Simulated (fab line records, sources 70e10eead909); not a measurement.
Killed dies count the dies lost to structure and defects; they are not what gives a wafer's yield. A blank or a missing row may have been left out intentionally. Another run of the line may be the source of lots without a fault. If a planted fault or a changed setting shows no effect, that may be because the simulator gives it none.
Which of the tools did it?    flow nand-harc    Sampling: 24 lots, 72 wafers, 4 of 1159 route steps

## WHAT THE GAUGES SHOWED, per wafer
NHARC_P_M2_OVL_MEAS_10: pitch 340 nm.
lot   measured      on          overlay-x-nm (nm)  overlay-y-nm (nm)
L074  day 6 13:59   overlay-01  0.3 0.1 0.3        -0.1 0.2 -0.2
L075  day 6 14:41   overlay-02  -0.8 0.4 -0.9      -2.0 -1.6 -1.4
L077  day 6 17:14   overlay-02  0.0 -0.3 -0.4      -0.7 -0.4 0.1
L076  day 6 19:21   overlay-01  -1.0 -0.8 -1.2     0.4 -0.4 -0.3
L078  day 7 05:04   overlay-01  0.1 -0.1 0.0       -0.4 -0.8 -0.8
L079  day 7 08:45   overlay-01  -0.8 -0.7 -1.0     -0.3 -0.7 -0.3
L080  day 7 21:23   overlay-02  -0.2 0.2 0.2       0.3 0.4 0.4
L081  day 8 03:05   overlay-01  1.4 1.1 0.6        0.9 0.4 -0.1
L082  day 8 03:16   overlay-02  -0.9 -0.8 -1.1     0.0 0.2 -0.1
L083  day 8 10:23   overlay-02  0.7 0.6 0.1        -0.2 -0.1 0.1
L084  day 8 11:34   overlay-01  1.0 0.2 1.2        -0.4 -0.5 -0.6
L086  day 9 07:32   overlay-02  1.2 0.6 1.7        1.8 1.7 1.7
L088  day 9 07:52   overlay-02  0.5 0.3 0.7        0.6 0.0 0.5
L085  day 9 09:02   overlay-02  -0.2 -0.6 -0.5     0.0 0.0 0.0
L087  day 9 15:34   overlay-02  -1.8 -0.7 -1.5     1.2 1.4 1.2
L089  day 10 04:46  overlay-02  -1.0 -0.4 -1.2     0.9 0.7 1.1
L090  day 10 07:46  overlay-02  -0.2 -0.8 -0.1     0.0 0.4 0.4
L091  day 10 11:58  overlay-01  -1.0 -0.7 -0.6     -0.3 0.6 -0.2
L092  day 10 14:45  overlay-02  -0.6 -0.9 -1.4     0.4 0.9 0.9
L093  day 10 17:58  overlay-02  -0.2 -0.1 0.0      -0.1 -0.1 -0.4
L094  day 11 03:05  overlay-01  0.6 0.9 0.7        0.7 1.1 1.5
L095  day 11 04:58  overlay-02  1.9 2.1 1.9        0.7 0.3 0.5
L096  day 11 12:53  overlay-02  0.6 0.2 0.2        0.5 0.9 0.9
L097  day 11 22:13  overlay-01  0.9 1.1 0.7        0.5 0.4 0.8

## TOOL THAT RAN EACH LOT (tool first, then ch and the chambers of the sampled wafers, then the start)
lot   NHARC_P_CONTACT_ALD_22               NHARC_P_CONTACT_CMP_24         NHARC_P_M1_PRE_CLEAN_32
L074  ald-metal-01 ch 0,1, day 5 20:46     cmp-04 ch 0,1,2, day 6 04:13   pecvd-02 ch 0,2, day 6 12:36
L075  ald-metal-04 ch 0,2,3, day 5 22:53   cmp-04 ch 1,3, day 6 04:42     pecvd-03 ch 0,1, day 6 13:17
L077  ald-metal-02 ch 0,1,2, day 6 06:22   cmp-01 ch 0,2,3, day 6 08:02   pecvd-04 ch 0,1,2, day 6 15:58
L076  ald-metal-02 ch 0,1,2, day 6 08:54   cmp-01 ch 1,2,3, day 6 09:47   pecvd-04 ch 0,1, day 6 18:04
L078  ald-metal-04 ch 0,2,3, day 6 13:49   cmp-01 ch 0,2,3, day 6 14:55   pecvd-03 ch 0,1, day 7 03:40
L079  ald-metal-01 ch 0,1,3, day 6 22:28   cmp-01 ch 1,2,3, day 6 23:18   pecvd-02 ch 1,2, day 7 07:27
L080  ald-metal-01 ch 0,2,3, day 7 10:35   cmp-03 ch 0,1,2, day 7 11:30   pecvd-03 ch 0,1,2, day 7 20:08
L081  ald-metal-02 ch 0,2, day 7 13:56     cmp-01 ch 0,1,2, day 7 17:07   pecvd-02 ch 1,2, day 8 01:40
L082  ald-metal-01 ch 1,2,3, day 7 14:50   cmp-03 ch 0,1,3, day 7 17:13   pecvd-03 ch 0,1,2, day 8 01:41
L083  ald-metal-04 ch 1,2,3, day 7 23:54   cmp-01 ch 0,1, day 8 00:43     pecvd-04 ch 0,1,2, day 8 09:01
L084  ald-metal-04 ch 1,3, day 8 00:27     cmp-01 ch 1,3, day 8 01:40     pecvd-04 ch 0,1, day 8 10:07
L086  ald-metal-01 ch 1,2,3, day 8 20:17   cmp-01 ch 1,3, day 8 21:07     pecvd-03 ch 0,1, day 9 05:46
L088  ald-metal-04 ch 0,1,2, day 8 20:52   cmp-03 ch 0,1,3, day 8 21:45   pecvd-03 ch 0,1, day 9 06:17
L085  ald-metal-01 ch 1,2,3, day 8 21:45   cmp-03 ch 1,2, day 8 22:37     pecvd-02 ch 0,1,2, day 9 07:32
L087  ald-metal-01 ch 1,2,3, day 9 02:46   cmp-03 ch 0,3, day 9 05:53     pecvd-02 ch 0,1, day 9 14:19
L089  ald-metal-01 ch 0,1,3, day 9 11:30   cmp-01 ch 1,3, day 9 18:55     pecvd-04 ch 0,1,2, day 10 03:20
L090  ald-metal-04 ch 1,3, day 9 11:52     cmp-04 ch 0,1,2, day 9 22:18   pecvd-02 ch 0,1, day 10 06:28
L091  ald-metal-02 ch 0,3, day 9 23:09     cmp-04 ch 0,2,3, day 10 02:26  pecvd-03 ch 0,1,2, day 10 10:41
L092  ald-metal-01 ch 1,2,3, day 10 04:21  cmp-01 ch 1,2, day 10 05:10    pecvd-02 ch 0,1, day 10 13:21
L093  ald-metal-02 ch 0,2, day 10 07:17    cmp-04 ch 1,2,3, day 10 08:17  pecvd-03 ch 1,2, day 10 16:31
L094  ald-metal-01 ch 1,2,3, day 10 16:22  cmp-01 ch 0,2,3, day 10 17:31  pecvd-03 ch 0,1, day 11 01:41
L095  ald-metal-01 ch 2,3, day 10 18:36    cmp-03 ch 0,3, day 10 19:26    pecvd-04 ch 0,1,2, day 11 03:31
L096  ald-metal-04 ch 0,2,3, day 11 02:34  cmp-03 ch 1,2,3, day 11 03:25  pecvd-03 ch 0,1,2, day 11 11:28
L097  ald-metal-01 ch 1,2,3, day 11 09:31  cmp-01 ch 0,1,3, day 11 12:23  pecvd-04 ch 0,2, day 11 20:49
- NHARC_P_CONTACT_ALD_22: deposits TiN, target thk 3 nm, pulse time 1 s, ald cycles 150.
- NHARC_P_CONTACT_CMP_24: polishes, t overpolish 30 s, target thk 200 nm.
- NHARC_P_M1_PRE_CLEAN_32: time 12 s.

## AS READ BY THE TOOLS THEMSELVES (means over the sampled wafers that have a number; for cases with no such wafer, the mark the record gives instead)
NHARC_P_CONTACT_ALD_22.
lot   tool          heater-power-w (W)  precursor-pulse-height-rel
L074  ald-metal-01  1025                0.998
L075  ald-metal-04  1027                0.995
L077  ald-metal-02  1067                1.000
L076  ald-metal-02  1063                1.010
L078  ald-metal-04  1032                1.001
L079  ald-metal-01  1084                0.996
L080  ald-metal-01  1087                1.016
L081  ald-metal-02  998                 0.999
L082  ald-metal-01  1064                1.006
L083  ald-metal-04  1125                0.993
L084  ald-metal-04  1094                1.000
L086  ald-metal-01  1064                1.001
L088  ald-metal-04  1054                1.001
L085  ald-metal-01  1066                1.002
L087  ald-metal-01  1082                1.013
L089  ald-metal-01  1085                1.036
L090  ald-metal-04  1110                0.993
L091  ald-metal-02  1030                1.025
L092  ald-metal-01  1067                1.008
L093  ald-metal-02  958                 1.012
L094  ald-metal-01  1086                1.010
L095  ald-metal-01  1124                1.035
L096  ald-metal-04  1030                1.015
L097  ald-metal-01  1100                1.000

NHARC_P_CONTACT_CMP_24.
lot   tool    motor-current-A (A)  overpolish-run-s (s)  pad-life-wafers  time-to-endpoint-s (s)
L074  cmp-04  12.1                 30.004                74               40
L075  cmp-04  12.1                 30.004                80               43
L077  cmp-01  12.1                 29.997                230              42
L076  cmp-01  12.3                 29.999                235              43
L078  cmp-01  12.0                 30.003                284              43
L079  cmp-01  11.7                 30.000                331              42
L080  cmp-03  11.8                 30.001                535              41
L081  cmp-01  12.3                 30.003                422              43
L082  cmp-03  11.5                 29.999                8                35
L083  cmp-01  12.2                 30.000                439              43
L084  cmp-01  11.6                 29.998                457              41
L086  cmp-01  11.0                 29.993                31               38
L088  cmp-03  11.4                 30.006                189              40
L085  cmp-03  12.5                 29.993                193              36
L087  cmp-03  11.4                 30.006                254              41
L089  cmp-01  11.2                 29.998                127              40
L090  cmp-04  12.2                 29.999                19               36
L091  cmp-04  11.9                 30.009                37               34
L092  cmp-01  12.5                 29.998                175              40
L093  cmp-04  11.7                 29.998                68               38
L094  cmp-01  11.8                 29.997                272              41
L095  cmp-03  11.5                 29.999                468              37
L096  cmp-03  12.0                 29.997                535              41
L097  cmp-01  11.8                 29.998                416              42

NHARC_P_M1_PRE_CLEAN_32.
lot   tool      heater-power-w (W)
L074  pecvd-02  533
L075  pecvd-03  603
L077  pecvd-04  560
L076  pecvd-04  587
L078  pecvd-03  581
L079  pecvd-02  560
L080  pecvd-03  617
L081  pecvd-02  566
L082  pecvd-03  602
L083  pecvd-04  549
L084  pecvd-04  576
L086  pecvd-03  595
L088  pecvd-03  633
L085  pecvd-02  509
L087  pecvd-02  547
L089  pecvd-04  592
L090  pecvd-02  548
L091  pecvd-03  602
L092  pecvd-02  510
L093  pecvd-03  555
L094  pecvd-03  580
L095  pecvd-04  606
L096  pecvd-03  657
L097  pecvd-04  582

## THE ANSWER, worked out from the rows above alone
Rule: the lots themselves supply what counts as usual. The widest of any qualifying gaps counts: lots, ordered by their means at a reading, are off when they make up no more than a third of the lots, leave a main group of 4 or more, and stand apart from it by 3 or more times the standard deviation of that group's means. If all means in a main group match to the digits the tables above print for the reading, that group is not used. Also off: a lot with no number at a reading for which 4 or more lots have one. The other lots that the step has rows for count as sound. First the gauges in route order, then the tools' own readings, where a lot's mean is used as printed above. The first step at which some lot is off is used, and at that step the reading that is off furthest; a lot without a number counts as furthest.
No lot is off on any of the readings shown, so nothing can be concluded from this.

## WHAT WAS PUT IN BY THE SIMULATOR
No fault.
